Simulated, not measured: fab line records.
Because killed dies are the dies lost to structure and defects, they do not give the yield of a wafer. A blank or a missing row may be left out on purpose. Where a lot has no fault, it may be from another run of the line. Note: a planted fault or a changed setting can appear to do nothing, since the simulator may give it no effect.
Problem report in the 8D (eight disciplines) form, filled by code ; flow nand harc ; the parts of the form that need people (team, actions taken, sign-off) are left out

1. WHAT IS WRONG
Wafers without a fault read 1.4 %, standard deviation 0.6; sort_bin_2_pct at NHARC_END_SORT_01 reads a mean of 36.0 % on 9 wafers belonging to 3 lots. Relative to the usual mean, that is a shift of +58 standard deviations.
First observed at day 24 00:34: wafer L213.2, on prober-02. The record has a number at this step for 30 wafers belonging to 10 lots. Rule for "out" (also "out of limits"): further than 4 standard deviations from the usual mean. The other wafers with a number count as sound.

2. WHAT IT IS, WHAT IT ISN'T
question;is;is not
which readings at this step;sort_bin_2_pct, defect limited yield, killed at array, killed dies, sort_bin_3_pct, sort_bin_4_pct, sort n pass, sort rim yield pct, sort yield pct;killed at other, killed at periphery, killed open, killed short
which lots;L213, L217, L220;L202, L208, L209, L210, L211, L215, L222
which wafers of those lots;all that have a number;-
read on which gauges;prober-01, prober-02;-
when;from day 24 00:34;"up to then (18 sound wafers); but 3 sound wafers of L222 came after"

3. SUSPECTS, AND WHAT RULES EACH OUT
Counting: a tool at a process step up to the reading stays a suspect if it ran every lot that is out and no sound lot after the first of them.
- the gauge at NHARC_END_SORT_01 has been ruled out. Those wafers that are out were read across 2 gauges (prober-01, prober-02).
- ecd cu-02 at NHARC_A_BONDPAD_ECD_18 (material Cu, target thk 400 nm): kept. It processed each lot that is out, first L213 at day 22 18:19, and no sound lot thereafter; up to then, the last sound lot it processed was L215 at day 21 18:02.
Left after counting: ecd cu-02 at NHARC_A_BONDPAD_ECD_18.

4. THE CAUSE (what the simulator had put in)
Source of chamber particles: ecd cu-02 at NHARC_A_BONDPAD_ECD_18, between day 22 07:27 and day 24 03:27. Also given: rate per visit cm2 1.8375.
The count eliminated every tool but this one.

5. THE EFFECT CHAIN, in route order
One row per reading whose mean, taken over the struck wafers that have a number, lies over 3 standard deviations from the usual. Scope: only readings with a usual standard deviation given in the record; hours: median across lots of the time from each lot's start at the first step in this table that gives one to its start at this step; sigmas: change in usual standard deviations.
hours;step;reading;usual;on struck wafers;change;sigmas
0;NHARC_END_SORT_01;defect limited yield;95.5 %;18.1;-77.4;-55
0;NHARC_END_SORT_01;killed at array;27;552;+525;+54
0;NHARC_END_SORT_01;killed dies;31;554;+523;+55
0;NHARC_END_SORT_01;sort_bin_2_pct;1.4 %;36.0;+34.6;+58
0;NHARC_END_SORT_01;sort_bin_3_pct;0.26 %;8.04;+7.78;+34
0;NHARC_END_SORT_01;sort_bin_4_pct;2.8 %;37.8;+35.0;+39
0;NHARC_END_SORT_01;sort n pass;646;123;-523;-55
0;NHARC_END_SORT_01;sort rim yield pct;96.6 %;17.9;-78.7;-31
0;NHARC_END_SORT_01;sort yield pct;95.5 %;18.1;-77.4;-55

6. HOW IT WOULD HAVE BEEN CAUGHT EARLIER
The first out-of-limits reading at a measuring or inspecting step in this record came at day 24 00:34, 41 hours after the fault's start at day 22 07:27.
Of the tool readings at NHARC_A_BONDPAD_ECD_18 for which the record gives a usual standard deviation, none was out on any struck wafer, so an alarm limit of 4 standard deviations on them would not have fired.
By day 24 00:34, every lot that is out (3) had started NHARC_A_BONDPAD_ECD_18 on ecd cu-02. Had the tool been put on hold then, not one of them would have been saved.
